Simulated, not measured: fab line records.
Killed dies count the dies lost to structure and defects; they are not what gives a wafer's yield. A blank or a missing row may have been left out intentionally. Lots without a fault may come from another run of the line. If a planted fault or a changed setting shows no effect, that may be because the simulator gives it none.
Struck lot and sound lot, side by side    flow n5_finfet    18 steps out of a route of 1938
Sound: the wafers L848.2, L848.3, L848.5. Struck: wafers L862.2, L862.5. (L862.1 of the same lot was not struck and is left out.) The cause comes at the end.
Each step with rows lists, per side, the tool, then ch with its chambers, then its first start. Under that, the readings that differ: sound wafers    struck wafers    difference of the means    sigmas: that difference in standard deviations of wafers without a fault.
alike: readings whose means differ by less than 2 such deviations, and words and numbers that are the same on both sides. not compared: withheld readings, readings that some wafer has no value for, bounds like >300 that may hide the same value, and numbers for which the record gives no deviation and whose values overlap.
The two part at a step that has a row with sigmas, a row that says differs or no value, or rows on one side only. Numbers that don't overlap but have no deviation are shown without sigmas and don't part them. Lack of a reading on every wafer of one side parts them only where that side has two or more wafers.

first, 5 steps without rows for these wafers: N5_BEOL_M3_ANNEAL_82 (time 240 s); N5_BEOL_M3_SPUTTER_86 (material Cu, target thk 4.5 nm, time 8.29 s); N5_BEOL_M3_ANNEAL_87 (time 240 s); N5_BEOL_M3_SPUTTER_88 (material Cu, target thk 4.5 nm, time 8.29 s); N5_BEOL_M3_ANNEAL_89 (time 240 s).
N5_BEOL_M3_SPUTTER_90: material Cu, target thk 4.5 nm, time 8.29 s.
  sound on pvd_sputter-03, day 7 14:11; struck on pvd_sputter-03, day 11 05:17
  alike: throttle_valve_pct
then, 2 steps without rows for these wafers: N5_BEOL_M3_ANNEAL_91 (time 240 s); N5_BEOL_M3_SPUTTER_92 (material Cu, target thk 4.5 nm, time 8.29 s).
N5_BEOL_M3_ANNEAL_93: time 240 s.
  sound on pvd_sputter-03, day 7 14:29; struck on pvd_sputter-03, day 11 05:35
  alike: heater_power_w
N5_BEOL_M3_SPUTTER_94: material Cu, target thk 4.5 nm, time 8.29 s.
  sound on pvd_sputter-03, day 7 14:37; struck on pvd_sputter-03, day 11 05:43
  alike: throttle_valve_pct
then, 1 step without rows for these wafers: N5_BEOL_M3_ANNEAL_95 (time 240 s).
N5_BEOL_M3_SPUTTER_96: material Cu, target thk 4.5 nm, time 8.29 s.
  sound on pvd_sputter-03, day 7 14:50; struck on pvd_sputter-03, day 11 05:56
  alike: throttle_valve_pct
N5_BEOL_M3_ECD_50: material Cu, target thk 300 nm.
  sound on ecd_cu-02 ch 0, day 7 14:58; struck on ecd_cu-01 ch 0, day 11 06:04
reading                                 sound            struck     difference  sigmas
model.Cu_of_BEOL_M3_ECD_50.thk_nm (nm)  294 299.8 295.2  579 586.2  +286        
N5_BEOL_M3_ANNEAL_51: time 90 s.
  sound on rtp_anneal-02 ch 0, day 7 15:05; struck on rtp_anneal-01 ch 0, day 11 06:08
reading           sound                 struck         difference  sigmas
wafer_temp_C_max  226.72 226.27 226.45  226.01 225.69  -0.63       -2
  alike: anneal_temp_c
N5_BEOL_M3_CMP_52: polishes, stops on SiOC, t overpolish 6.8 s, target thk 40 nm.
  sound on cmp-04 ch 0,1,2, day 7 15:22; struck on cmp-01 ch 0,3, day 11 06:26
reading                 sound           struck       difference  sigmas
time_to_endpoint_s (s)  61.4 61.8 60.8  123.0 125.8  +63.1       +24
  alike: motor_current_A
N5_BEOL_M3_THK_MEAS_53: measures by xrf.
  sound on film_metro-02, day 7 15:38; struck on film_metro-01, day 11 06:44
  alike: M3_THK
N5_BEOL_M4_RC_MEAS_101:
  sound on prober-02 ch 0, day 8 01:28; struck on prober-02 ch 0, day 11 22:49
reading         sound              struck       difference  sigmas
DIBL_N (mV/V)   32.8 34.9 33.6     35.4 41.7    +4.8        +3
DIBL_P (mV/V)   32.6 35.6 35.5     36.7 44.8    +6.2        +3
IOFF_N (nA/um)  0.114 0.151 0.134  0.132 0.276  +0.071      +3
IOFF_P (nA/um)  0.14 0.18 0.17     0.20 0.36    +0.12       +3
SS_P (mV/dec)   71.6 73.7 73.3     73.8 75.1    +1.6        +2
VT_P (mV)       -259 -253 -254     -251 -243    +8          +2
  alike: ION_N, ION_P, SS_N, VT_N
N5_PASSIVATION_PROBE_49:
  the record has rows for the sound wafers here (prober-01, day 12 00:07) and none for the struck ones

== WHERE THEY PART ==
Earliest at N5_BEOL_M3_ANNEAL_51; latest, in this record, at N5_PASSIVATION_PROBE_49.

WHY: whatever the simulator had introduced
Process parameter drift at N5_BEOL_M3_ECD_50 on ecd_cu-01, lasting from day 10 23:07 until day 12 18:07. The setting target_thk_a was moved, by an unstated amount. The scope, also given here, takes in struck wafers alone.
